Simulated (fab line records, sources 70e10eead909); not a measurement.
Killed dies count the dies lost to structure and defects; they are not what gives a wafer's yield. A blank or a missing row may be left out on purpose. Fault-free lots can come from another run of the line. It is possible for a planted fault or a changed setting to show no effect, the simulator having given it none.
fab line records | flow nandHarc
record lots=15 | wafers=45 | lastDay=24
route steps=1159 shown A_CONTACT@940 A_BLC@972
lots that met no fault: from a run of the same line without faults
startH: hours from the record's opening day to when the first of the lot's shown wafers began | waitH: hours since the lot's step before | " the same as in the row above | L1.1+2: one row covering several wafers at once | - no value, or no start given | * or withheld: withheld | < > ~ a bound
route shown NAME@n: NAME is a module with steps in the file, n the number in the route of the first one | usual: mean/standard deviation taken from wafers without a fault | same: alike in all rows | chamber/n: place in a boat | sites: per-site readings | _std_site: their standard deviation | _edge_site: mean of outer sites minus mean of inner sites | radiusMm: for every site, how far away it sits from the centre of the wafer | mask NAME#n: copy n | behind: the tool/chamber that last shaped the wafer | hold: cause of the lot's hold/its duration in hours/its outcome | device: whichever transistor did not switch (one of n, p or np) | end of line: the same wafers' tests at the end of the route | for a step that has no rows: nothing shown but its recipe | killed: count of dies lost to structure and defects at first sort (not the wafer's yield) | map: a wafer's dies, x killed, . not, _ none there
set.NAME: the setting as run; set.NAME@STEP: as run at that earlier step | model.NAME: the simulator's own value behind a step, which no gauge read
route steps across a sampled set of lots; one table per step, one row per wafer
services: when a tool's chamber went out of use (startH, in hours from the record's first day, below 0 if earlier), for how many hours, and the reason
## steps
# step NHARC_A_CONTACT_ETCH_89
# recipe targetDepthA=2600 | overEtchFrac=0.3 | timeS=475.3 | ionEnergyEv=200 | n2FlowSccm=150 | h2FlowSccm=150 | arFlowSccm=0 | rfW=400 | biasW=150 | chemistry=N2/H2
# usual drypumpMotorCurrentA=5.7/0.57 | oesProductAu=1.000/0.0082 | rfVppV=430.9/2.8 | showerheadPlenumPTorr=2.06/0.096 | throttleValvePct=14.171/0.0089
# same overEtchFrac=0.3 | timeS=475.3
lot.wafer | tool       | chamber | startH | waitH | drypumpMotorCurrentA | oesProductAu | rfHoursCounterH | rfVppV | showerheadPlenumPTorr | throttleValvePct
L778.1    | rieDiel-06 | 1       | -      | -     | 5.5                  | 0.993        | 26              | 426.6  | 1.89                  | 14.178
L778.6    | "          | 1       | "      | "     | 5.5                  | 1.006        | -               | 428.3  | 1.89                  | 14.172
L778.5    | "          | 2       | "      | "     | 5.0                  | 1.006        | -               | 435.3  | 2.14                  | 14.170
L781.1    | rieDiel-13 | 1       | -      | -     | 6.2                  | 0.990        | 42              | 429.7  | 1.97                  | 14.170
L781.5    | "          | 3       | "      | "     | 6.3                  | 0.998        | -               | 430.7  | 2.11                  | 14.173
L781.6    | "          | 0       | "      | "     | 5.9                  | 0.981        | -               | 435.7  | 2.20                  | 14.174
L783.3    | rieDiel-06 | 1       | -      | -     | 5.5                  | 0.989        | 29              | 426.1  | 1.89                  | 14.174
L783.2    | "          | 2       | "      | "     | 5.0                  | 1.004        | 30              | 432.5  | 2.14                  | 14.165
L783.1    | "          | 3       | "      | "     | 6.6                  | 0.981        | 31              | 433.5  | 2.14                  | 14.167
L782.2    | rieDiel-05 | 0       | -      | -     | 6.1                  | 1.003        | 18              | 434.7  | 2.16                  | 14.164
L782.1    | "          | 2       | "      | "     | 5.6                  | 1.007        | 15              | 430.2  | 2.04                  | 14.177
L782.6    | "          | 3       | "      | "     | 6.2                  | 1.001        | -               | 430.7  | 2.05                  | 14.192
L780.4    | rieDiel-06 | 1       | -      | -     | 5.5                  | 0.990        | 30              | 428.0  | 1.89                  | 14.166
L780.2    | "          | 2       | "      | "     | 5.0                  | 1.003        | 31              | 433.5  | 2.14                  | 14.183
L780.6    | "          | 3       | "      | "     | 6.6                  | 0.992        | -               | 433.1  | 2.14                  | 14.188
L784.2    | rieDiel-13 | 2       | -      | -     | 5.8                  | 1.010        | 49              | 429.9  | 2.04                  | 14.176
L784.5    | "          | 1       | "      | "     | 6.3                  | 1.001        | -               | 429.0  | 1.97                  | 14.162
L784.6    | "          | 2       | "      | "     | 5.8                  | 1.002        | -               | 430.7  | 2.04                  | 14.160
L785.1    | rieDiel-06 | 0       | -      | -     | 5.3                  | 1.010        | 2               | 429.9  | 2.01                  | 14.190
L785.6    | "          | 3       | "      | "     | 6.7                  | 1.010        | -               | 434.5  | 2.14                  | 14.184
L785.5    | "          | 0       | "      | "     | 5.3                  | 1.013        | -               | 429.8  | 2.01                  | 14.173
L787.4    | rieDiel-06 | 1       | -      | -     | 5.4                  | 1.000        | 3               | 425.4  | 1.89                  | 14.168
L787.5    | "          | 2       | "      | "     | 5.0                  | 0.998        | -               | 433.4  | 2.14                  | 14.179
L787.6    | "          | 3       | "      | "     | 6.6                  | 0.997        | -               | 432.6  | 2.14                  | 14.169
L791.1    | rieDiel-06 | 0       | -      | -     | 5.3                  | 1.015        | 10              | 428.1  | 2.00                  | 14.160
L791.6    | "          | 2       | "      | "     | 5.0                  | 1.008        | -               | 433.6  | 2.13                  | 14.170
L791.4    | "          | 1       | "      | "     | 5.5                  | 1.006        | -               | 426.8  | 1.89                  | 14.177
L795.1    | rieDiel-13 | 0       | -      | -     | 5.8                  | 0.990        | 7               | 436.4  | 2.19                  | 14.156
L795.3    | "          | 2       | "      | "     | 5.8                  | 1.001        | 9               | 430.9  | 2.04                  | 14.155
L795.6    | "          | 0       | "      | "     | 5.9                  | 0.984        | -               | 432.9  | 2.19                  | 14.167
L794.1    | rieDiel-13 | 3       | -      | -     | 6.3                  | 0.992        | 11              | 432.4  | 2.09                  | 14.184
L794.6    | "          | 0       | "      | "     | 5.9                  | 0.997        | -               | 433.8  | 2.19                  | 14.168
L794.5    | "          | 1       | "      | "     | 6.2                  | 0.995        | -               | 428.1  | 1.96                  | 14.180
L799.1    | rieDiel-06 | 3       | -      | -     | 6.6                  | 1.007        | 12              | 433.4  | 2.13                  | 14.160
L799.5    | "          | 2       | "      | "     | 5.0                  | 1.000        | -               | 433.2  | 2.13                  | 14.165
L799.6    | "          | 3       | "      | "     | 6.7                  | 0.990        | -               | 432.1  | 2.13                  | 14.158
L798.2    | rieDiel-06 | 2       | -      | -     | 5.0                  | 1.008        | 16              | 433.3  | 2.13                  | 14.172
L798.3    | "          | 1       | "      | "     | 5.4                  | 0.992        | 15              | 427.4  | 1.88                  | 14.167
L798.6    | "          | 3       | "      | "     | 6.6                  | 1.005        | -               | 433.1  | 2.13                  | 14.167
L801.3    | rieDiel-06 | 2       | -      | -     | 5.1                  | 1.003        | 20              | 433.7  | 2.13                  | 14.176
L801.5    | "          | 2       | "      | "     | 5.0                  | 1.004        | -               | 431.4  | 2.13                  | 14.179
L801.6    | "          | 3       | "      | "     | 6.6                  | 1.001        | -               | 430.0  | 2.13                  | 14.178
L800.4    | rieDiel-06 | 3       | 518.65 | -     | 6.7                  | 1.011        | 17              | 433.1  | 2.13                  | 14.158
L800.3    | "          | 2       | "      | "     | 5.0                  | 1.009        | 20              | 432.6  | 2.13                  | 14.178
L800.6    | "          | 0       | "      | "     | 5.3                  | 1.016        | -               | 429.4  | 2.00                  | 14.186
# step NHARC_A_CONTACT_ETCH_134
# recipe sourceW=withheld | pressureMtorr=20 | biasV=withheld | timeS=140 | targetDepthA=7000 | arFlowSccm=withheld | c4f8FlowSccm=withheld | o2FlowSccm=withheld | chemistry=C4F8/O2/Ar
# same timeS=140
lot.wafer | tool          | chamber | startH | waitH | rfHoursCounterH
L778.1    | harCapEtch-02 | 0       | 378.33 | -     | 9
L778.6    | "             | 0       | "      | "     | -
L778.5    | "             | 1       | "      | "     | -
L781.1    | harCapEtch-03 | 0       | 391.96 | -     | 87
L781.5    | "             | 0       | "      | "     | -
L781.6    | "             | 1       | "      | "     | -
L783.1    | harCapEtch-02 | 1       | 394.01 | -     | 13
L783.2    | "             | 0       | "      | "     | 13
L783.3    | "             | 0       | "      | "     | -
L782.2    | harCapEtch-03 | 0       | 394.90 | -     | 88
L782.1    | "             | 1       | "      | "     | 88
L782.6    | "             | 1       | "      | "     | -
L780.2    | harCapEtch-01 | 1       | 397.07 | -     | 63
L780.4    | "             | 0       | "      | "     | -
L780.6    | "             | 1       | "      | "     | -
L784.2    | harCapEtch-01 | 1       | 423.80 | -     | 65
L784.6    | "             | 1       | "      | "     | -
L784.5    | "             | 0       | "      | "     | -
L785.1    | harCapEtch-02 | 1       | 437.86 | -     | 19
L785.5    | "             | 0       | "      | "     | -
L785.6    | "             | 1       | "      | "     | -
L787.4    | harCapEtch-01 | 1       | 442.81 | -     | -
L787.5    | "             | 1       | "      | "     | -
L787.6    | "             | 0       | "      | "     | -
L791.1    | harCapEtch-01 | 0       | 480.24 | -     | 76
L791.4    | "             | 0       | "      | "     | -
L791.6    | "             | 0       | "      | "     | -
L795.1    | harCapEtch-01 | 0       | 483.32 | -     | 76
L795.3    | "             | 0       | "      | "     | -
L795.6    | "             | 1       | "      | "     | -
L794.1    | harCapEtch-01 | 0       | 486.54 | -     | 77
L794.6    | "             | 0       | "      | "     | -
L794.5    | "             | 1       | "      | "     | -
L799.1    | harCapEtch-03 | 0       | 495.40 | -     | 104
L799.5    | "             | 1       | "      | "     | -
L799.6    | "             | 0       | "      | "     | -
L798.2    | harCapEtch-03 | 0       | 499.68 | -     | 105
L798.3    | "             | 1       | "      | "     | -
L798.6    | "             | 1       | "      | "     | -
L801.3    | harCapEtch-02 | 1       | 516.73 | -     | -
L801.6    | "             | 1       | "      | "     | -
L801.5    | "             | 0       | "      | "     | -
L800.4    | harCapEtch-03 | 0       | 519.53 | -     | -
L800.3    | "             | 1       | "      | "     | -
L800.6    | "             | 1       | "      | "     | -
# step NHARC_A_CONTACT_ETCH_136
# recipe sourceW=withheld | pressureMtorr=20 | biasV=3000 | timeS=132 | targetDepthA=12870 | arFlowSccm=withheld | c4f8FlowSccm=withheld | o2FlowSccm=withheld | chemistry=C4F8/O2/Ar
# same timeS=132
lot.wafer | tool          | chamber | startH | waitH | rfHoursCounterH
L778.1    | harCapEtch-02 | 0       | 378.66 | 0.1   | 9
L778.6    | "             | 0       | "      | "     | -
L778.5    | "             | 1       | "      | "     | -
L781.1    | harCapEtch-03 | 0       | 392.28 | 0.1   | 88
L781.5    | "             | 0       | "      | "     | -
L781.6    | "             | 1       | "      | "     | -
L783.1    | harCapEtch-02 | 1       | 394.33 | 0.1   | 14
L783.2    | "             | 0       | "      | "     | 14
L783.3    | "             | 0       | "      | "     | -
L782.2    | harCapEtch-03 | 0       | 395.22 | 0.1   | 88
L782.1    | "             | 1       | "      | "     | 88
L782.6    | "             | 1       | "      | "     | -
L780.2    | harCapEtch-01 | 1       | 397.38 | 0.1   | 63
L780.4    | "             | 0       | "      | "     | -
L780.6    | "             | 1       | "      | "     | -
L784.2    | harCapEtch-01 | 1       | 424.12 | 0.1   | 65
L784.6    | "             | 1       | "      | "     | -
L784.5    | "             | 0       | "      | "     | -
L785.1    | harCapEtch-02 | 1       | 438.18 | 0.1   | 19
L785.5    | "             | 0       | "      | "     | -
L785.6    | "             | 1       | "      | "     | -
L787.4    | harCapEtch-01 | 1       | 443.11 | 0.1   | -
L787.5    | "             | 1       | "      | "     | -
L787.6    | "             | 0       | "      | "     | -
L791.1    | harCapEtch-01 | 0       | 480.56 | 0.1   | 76
L791.4    | "             | 0       | "      | "     | -
L791.6    | "             | 0       | "      | "     | -
L795.1    | harCapEtch-01 | 0       | 483.64 | 0.1   | 76
L795.3    | "             | 0       | "      | "     | -
L795.6    | "             | 1       | "      | "     | -
L794.1    | harCapEtch-01 | 0       | 486.87 | 0.1   | 77
L794.6    | "             | 0       | "      | "     | -
L794.5    | "             | 1       | "      | "     | -
L799.1    | harCapEtch-03 | 0       | 495.71 | 0.1   | 104
L799.5    | "             | 1       | "      | "     | -
L799.6    | "             | 0       | "      | "     | -
L798.2    | harCapEtch-03 | 0       | 500.00 | 0.1   | 105
L798.3    | "             | 1       | "      | "     | -
L798.6    | "             | 1       | "      | "     | -
L801.3    | harCapEtch-02 | 1       | 517.03 | 0.1   | -
L801.6    | "             | 1       | "      | "     | -
L801.5    | "             | 0       | "      | "     | -
L800.4    | harCapEtch-03 | 0       | 519.82 | 0.1   | -
L800.3    | "             | 1       | "      | "     | -
L800.6    | "             | 1       | "      | "     | -
# step NHARC_A_BLC_PEB_08
# recipe pebTempC=100 | pebTimeS=65
# usual chillPlateTempC=23.01/0.1 | exhaustPa=45.0/0.86 | resistLineTempC=23.00/0.1
lot.wafer | tool          | chamber | startH | waitH | chillPlateTempC | exhaustPa | resistLineTempC
L778.1    | lithoTrack-06 | 0       | 389.08 | 0.1   | 23.01           | 43.4      | 23.00
L778.5    | "             | 0       | "      | "     | 22.93           | 45.2      | 23.05
L778.6    | "             | 0       | "      | "     | 23.06           | 45.3      | 23.06
L781.1    | lithoTrack-04 | 0       | 396.15 | 0.1   | 23.02           | 44.9      | 23.21
L781.5    | "             | 0       | "      | "     | 23.05           | 44.8      | 23.09
L781.6    | "             | 0       | "      | "     | 23.04           | 44.6      | 22.98
L783.1    | lithoTrack-01 | 0       | 398.05 | 0.1   | 22.97           | 44.6      | 23.00
L783.2    | "             | 0       | "      | "     | 23.12           | 44.8      | 23.07
L783.3    | "             | 0       | "      | "     | 23.17           | 44.9      | 22.95
L782.1    | lithoTrack-01 | 0       | 399.31 | 0.1   | 23.11           | 43.8      | 22.87
L782.2    | "             | 0       | "      | "     | 23.01           | 44.6      | 22.98
L782.6    | "             | 0       | "      | "     | 22.91           | 45.2      | 23.11
L780.2    | lithoTrack-04 | 0       | 403.43 | 0.1   | 23.02           | 45.1      | 23.17
L780.4    | "             | 0       | "      | "     | 22.85           | 44.9      | 23.05
L780.6    | "             | 0       | "      | "     | 22.93           | 46.0      | 22.94
L784.2    | lithoTrack-01 | 0       | 428.49 | 0.1   | 23.04           | 44.5      | 23.11
L784.5    | "             | 0       | "      | "     | 22.98           | 44.8      | 23.07
L784.6    | "             | 0       | "      | "     | 23.03           | 45.8      | 23.08
L785.1    | lithoTrack-04 | 0       | 441.87 | 0.1   | 23.16           | 44.6      | 23.05
L785.5    | "             | 0       | "      | "     | 23.18           | 46.3      | 22.91
L785.6    | "             | 0       | "      | "     | 23.07           | 44.7      | 22.99
L787.4    | lithoTrack-04 | 0       | 447.04 | 0.0   | 23.03           | 44.2      | 22.96
L787.5    | "             | 0       | "      | "     | 23.08           | 44.2      | 22.95
L787.6    | "             | 0       | "      | "     | 22.87           | 44.8      | 23.24
L791.1    | lithoTrack-01 | -       | 485.92 | 0.1   | -               | -         | -
L791.4    | "             | -       | "      | "     | -               | -         | -
L791.6    | "             | -       | "      | "     | -               | -         | -
L795.1    | lithoTrack-06 | -       | 488.72 | 0.1   | -               | -         | -
L795.3    | "             | -       | "      | "     | -               | -         | -
L795.6    | "             | -       | "      | "     | -               | -         | -
L794.1    | lithoTrack-06 | -       | 493.34 | 0.1   | -               | -         | -
L794.5    | "             | -       | "      | "     | -               | -         | -
L794.6    | "             | -       | "      | "     | -               | -         | -
L799.1    | lithoTrack-04 | 0       | 503.84 | 0.1   | 23.09           | 44.5      | 23.02
L799.5    | "             | 0       | "      | "     | 23.03           | 44.7      | 22.99
L799.6    | "             | 0       | "      | "     | 22.99           | 44.8      | 23.00
L798.2    | lithoTrack-06 | 0       | 504.73 | 0.1   | 22.86           | 47.0      | 23.08
L798.3    | "             | 0       | "      | "     | 22.71           | 45.2      | 23.06
L798.6    | "             | 0       | "      | "     | 22.97           | 45.4      | 22.89
L801.3    | lithoTrack-01 | 0       | 520.88 | 0.1   | 22.86           | 44.0      | 22.81
L801.5    | "             | 0       | "      | "     | 22.86           | 46.1      | 22.95
L801.6    | "             | 0       | "      | "     | 22.83           | 45.0      | 22.99
L800.3    | lithoTrack-01 | 0       | 526.52 | 0.0   | 23.06           | 44.5      | 22.91
L800.4    | "             | 0       | "      | "     | 23.18           | 44.8      | 23.05
L800.6    | "             | 0       | "      | "     | 23.14           | 46.5      | 23.08
## services
tool          | chamber | startH | hours | kind
rieDiel-06    | 0       | 372.72 | -     | clean
rieDiel-06    | 1       | 372.72 | -     | clean
rieDiel-06    | 2       | 372.72 | -     | clean
rieDiel-06    | 3       | 372.72 | -     | clean
rieDiel-05    | 2       | 373.55 | 2.0   | repair
rieDiel-06    | 0       | 397.37 | -     | clean
rieDiel-06    | 1       | 397.37 | -     | clean
rieDiel-06    | 2       | 397.37 | -     | clean
rieDiel-06    | 3       | 397.37 | -     | clean
rieDiel-06    | -       | 418.20 | 9.0   | pm
rieDiel-06    | 0       | 418.20 | 9.0   | ventCycle
rieDiel-06    | 1       | 418.20 | 9.0   | ventCycle
rieDiel-06    | 2       | 418.20 | 9.0   | ventCycle
rieDiel-06    | 3       | 418.20 | 9.0   | ventCycle
rieDiel-06    | 0       | 427.20 | -     | clean
rieDiel-06    | 1       | 427.20 | -     | clean
rieDiel-06    | 2       | 427.20 | -     | clean
rieDiel-06    | 3       | 427.20 | -     | clean
lithoTrack-01 | -       | 443.00 | 7.0   | pm
rieDiel-13    | -       | 453.14 | 9.0   | pm
lithoTrack-06 | -       | 467.00 | 7.0   | pm
rieDiel-06    | 3       | 475.93 | 7.0   | repair
rieDiel-05    | 2       | 479.22 | 14.6  | repair
lithoTrack-04 | -       | 491.00 | 7.0   | pm
## key
firstSign step=NHARC_A_BLC_PEB_08 | reading=toolRecord | direction=missing
effect none on later readings
metAt NHARC_A_BLC_PEB_08
struckLots L791,L794,L795
laterRowsLeftOut L791.1,L791.4,L791.6,L794.1,L794.5,L794.6,L795.1,L795.3,L795.6
sortLeftOut L791.1,L791.4,L791.6,L794.1,L794.5,L794.6,L795.1,L795.3,L795.6
testerLeftOut L791,L794,L795
notActingAt NHARC_A_CONTACT_ETCH_89,NHARC_A_CONTACT_ETCH_134,NHARC_A_CONTACT_ETCH_136
onsetBetween 428.49 485.92
fault kind=skippedStepWhole | tool=lithoTrack-01,lithoTrack-06 | chamber=- | onsetH=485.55 | steps=NHARC_A_BLC_PEB_08 | scope=struckLotsOnly
# testerLeftOut: of these lots the tester's yield and bins aren't shown, on N5 and GAA mostly nor the transistor test; their killed dies are dies lost to structure and defects alone, not to doping, threshold or leakage, so they don't give the yield
# sortLeftOut: the simulated sort isn't trusted on such a fault, so these wafers' sort isn't shown, and their yield isn't known
# laterRowsLeftOut: the simulator's readings of these wafers behind a module that went badly wrong aren't trusted and aren't shown, but for the sort
